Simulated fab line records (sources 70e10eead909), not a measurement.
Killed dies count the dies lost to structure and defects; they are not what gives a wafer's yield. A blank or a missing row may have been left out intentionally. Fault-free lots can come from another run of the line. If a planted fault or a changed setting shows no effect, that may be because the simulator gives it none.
Which tool was responsible? ; flow nand_harc ; Sampling: 12 lots, 36 wafers, 5 of 1302 route steps

WHAT THE GAUGES READ, wafer by wafer
NHARC_A_BONDPAD_THK_MEAS_20: measures by xrf. Usual: thk_nm reads 170.2 nm (standard deviation 1.3).
lot;measured;on;thk_nm (nm);flag
L114;day 23 17:57;film_metro-02;167.1 169.8 169.6;
L115;day 24 01:15;film_metro-02;170.1 168.6 168.7;
L118;day 24 22:22;film_metro-01;171.4 169.6 169.1;
L117;day 25 00:27;film_metro-01;170.3 172.4 170.1;
L119;day 25 14:13;film_metro-02;170.4 170.9 168.9;
L120;day 25 16:50;film_metro-02;171.8 170.0 170.7;
L127;day 29 11:06;film_metro-01;170.0 167.7 172.4;
L129;day 29 13:14;film_metro-02;168.9 168.5 171.4;
L132;day 30 20:49;film_metro-01;170.6 171.1 170.3;
L134;day 32 06:10;film_metro-02;170.2 169.5 171.6;
L135;day 32 13:00;film_metro-02;169.2 170.3 168.8;
L136;day 32 23:20;film_metro-01;169.8 170.3 169.6;

NHARC_END_SORT_01. Usual: value, then standard deviation, for each; defect_limited_yield 91.1 % / 2.9; killed_at_array 55 / 20; killed_at_other 0.7 / 0.96; killed_at_periphery 4.1 / 2.4; killed_dies 60 / 20; killed_open 3.3 / 1.9; killed_short 2.8 / 1.6.
lot;measured;on;defect_limited_yield (%);killed_at_array;killed_at_other;killed_at_periphery;killed_dies;killed_open;killed_short;flag
L127;day 30 19:53;prober-02;28.4 27.2 25.6;481 491 502;0 0 0;4 2 2;485 493 504;4 3 2;4 2 0;OFF
L129;day 30 18:16;prober-01;24.7 23.8 25.0;508 514 508;1 1 0;1 1 0;510 516 508;0 3 2;0 2 2;OFF

WHAT TOOL EACH LOT RAN ON (gives the tool, then ch and the chambers of the sampled wafers, and finally the start)
lot;NHARC_A_M1_ECD_22;NHARC_A_BONDPAD_ETCH_24;NHARC_THIN_TSV_DESCUM_35
L114;ecd_cu-01 ch 0,1, day 23 12:14;rie_diel-10 ch 0,1,3, day 23 17:57 or earlier;rie_diel-01 ch 1,2,3, day 24 16:01
L115;ecd_cu-01 ch 0,1, day 23 19:20;rie_diel-04 ch 0,3, day 24 01:15 or earlier;rie_diel-06 ch 0,1,2, day 24 20:51
L118;ecd_cu-01 ch 0,1, day 24 16:47;rie_diel-10 ch 1,2,3, day 24 22:22 or earlier;rie_diel-06 ch 0,1,2, day 25 23:08
L117;ecd_cu-01 ch 0,1, day 24 18:43;rie_diel-10 ch 0,1,2, day 25 00:27 or earlier;rie_diel-02 ch 0,2,3, day 25 22:09
L119;ecd_cu-02 ch 0,1, day 25 08:14;rie_diel-04 ch 0,1,2, day 25 14:13 or earlier;rie_diel-02 ch 0,2,3, day 26 11:13
L120;ecd_cu-02 ch 0,1, day 25 11:20;rie_diel-04 ch 1,2,3, day 25 16:50 or earlier;rie_diel-06 ch 0,3, day 26 09:58
L127;ecd_cu-01 ch 0,1, day 29 05:38;rie_diel-10 ch 1,2,3, day 29 11:06 or earlier;rie_diel-01 ch 0,1, day 30 08:34
L129;ecd_cu-01 ch 0,1, day 29 07:35;rie_diel-04 ch 0,1,2, day 29 13:14 or earlier;rie_diel-02 ch 0,1,2, day 30 09:20
L132;ecd_cu-02 ch 1, day 30 15:05;rie_diel-10 ch 1,3, day 30 20:49 or earlier;rie_diel-01 ch 0,2,3, day 31 15:20
L134;ecd_cu-02 ch 0,1, day 32 00:27;rie_diel-04 ch 1,3, day 32 06:10 or earlier;rie_diel-01 ch 0,1,2, day 33 02:26
L135;ecd_cu-01 ch 0,1, day 32 07:22;rie_diel-04 ch 0,3, day 32 11:11;rie_diel-06 ch 0,2,3, day 33 07:56
L136;ecd_cu-02 ch 1, day 32 17:29;rie_diel-10 ch 0,2, day 32 23:20 or earlier;rie_diel-02 ch 0,2, day 33 19:44
- NHARC_A_M1_ECD_22: material Cu, target thk 400 nm.
- NHARC_A_BONDPAD_ETCH_24: etches the open film in CF4/N2, target depth 30 nm, time 72.99 s.
- NHARC_THIN_TSV_DESCUM_35: chemistry O2, time 3 s.

AS READ BY THE TOOLS THEMSELVES (means over the sampled wafers that have a number; for cases with no such wafer, the mark the record gives instead)
NHARC_A_BONDPAD_ETCH_24. Usual: drypump_motor_current_A 5.72 A, standard deviation 0.28; oes_product_au 0.999 a.u., standard deviation 0.0083; rf_vpp_V 314.1 V, standard deviation 2.2; showerhead_plenum_p_Torr 2.62 Torr, standard deviation 0.12; throttle_valve_pct 19.794 %, standard deviation 0.0088.
lot;tool;drypump_motor_current_A (A);oes_product_au (a.u.);rf_vpp_V (V);showerhead_plenum_p_Torr (Torr);throttle_valve_pct (%);flag
L114;rie_diel-10;5.88;0.999;315.7;2.71;19.794;
L115;rie_diel-04;5.55;0.992;313.6;2.57;19.790;
L118;rie_diel-10;5.91;1.001;314.7;2.63;19.800;
L117;rie_diel-10;5.82;1.007;314.6;2.69;19.791;
L119;rie_diel-04;5.46;1.005;312.7;2.54;19.784;
L120;rie_diel-04;5.53;1.007;313.2;2.56;19.791;
L127;rie_diel-10;5.90;0.998;314.4;2.63;19.788;
L129;rie_diel-04;5.45;1.000;312.2;2.54;19.787;
L132;rie_diel-10;5.99;1.004;314.1;2.65;19.790;
L134;rie_diel-04;5.37;0.993;312.5;2.51;19.801;
L135;rie_diel-04;5.55;1.012;312.9;2.56;19.789;
L136;rie_diel-10;5.82;1.000;315.0;2.67;19.795;

NHARC_THIN_TSV_DESCUM_35. Usual: drypump_motor_current_A 5.7 A, standard deviation 0.43; oes_product_au 0.996 a.u., standard deviation 0.01; rf_vpp_V 57.7 V, standard deviation 0.92; showerhead_plenum_p_Torr 1.91 Torr, standard deviation 0.086; throttle_valve_pct 11.313 %, standard deviation 0.01.
lot;tool;drypump_motor_current_A (A);oes_product_au (a.u.);rf_vpp_V (V);showerhead_plenum_p_Torr (Torr);throttle_valve_pct (%);flag
L114;rie_diel-01;6.1;0.998;57.8;1.95;11.309;
L115;rie_diel-06;5.6;0.998;58.4;1.94;11.312;
L118;rie_diel-06;5.5;1.004;57.1;1.93;11.311;
L117;rie_diel-02;5.5;1.003;57.1;1.84;11.319;
L119;rie_diel-02;5.5;1.007;56.9;1.84;11.319;
L120;rie_diel-06;5.9;0.985;57.4;2.05;11.316;
L127;rie_diel-01;5.8;1.004;57.1;1.85;11.314;
L129;rie_diel-02;5.6;1.004;57.7;1.84;11.310;
L132;rie_diel-01;5.7;0.999;57.8;1.89;11.298;
L134;rie_diel-01;5.8;0.998;57.4;1.88;11.315;
L135;rie_diel-06;5.8;0.991;58.2;2.01;11.314;
L136;rie_diel-02;5.4;1.008;57.0;1.83;11.317;

THE ANSWER, worked out from the rows above alone
Rule: lot off if the mean of its wafers having a number is beyond 3 standard deviations from the usual mean. Also off: a lot with no number at a reading for which 4 or more lots have one. All remaining lots with rows at the step are treated as sound. First the gauges in route order, then the tools' own readings, where a lot's mean is used as printed above. At the first step where some lot is off, the reading lying furthest off is the one used; lots without a number count as furthest.
Off at NHARC_END_SORT_01 (defect_limited_yield): L127, L129. Neither off nor sound, because the step has no rows for them: L114, L115, L118, L117, L119, L120, L132, L134, L135, L136.
A tool fits if, at a process step before that reading, it ran every lot that is off, and no sound lot after the first of them. Gauges at NHARC_END_SORT_01: tried the same way as those tools. NHARC_A_BONDPAD_ETCH_24 gives no start for some lots, so the hours and the order of its lots are those of NHARC_A_BONDPAD_THK_MEAS_20. One candidate fits, namely ecd_cu-01 at NHARC_A_M1_ECD_22. It ran no sound lot before its first lot that is off in this sample, so the start can't be narrowed down.

WHAT THE SIMULATOR HAD PUT IN
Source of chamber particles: ecd_cu-01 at NHARC_A_M1_ECD_22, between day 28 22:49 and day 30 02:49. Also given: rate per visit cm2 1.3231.
Lots struck among those shown: L127, L129. The rule given above showed the same thing.
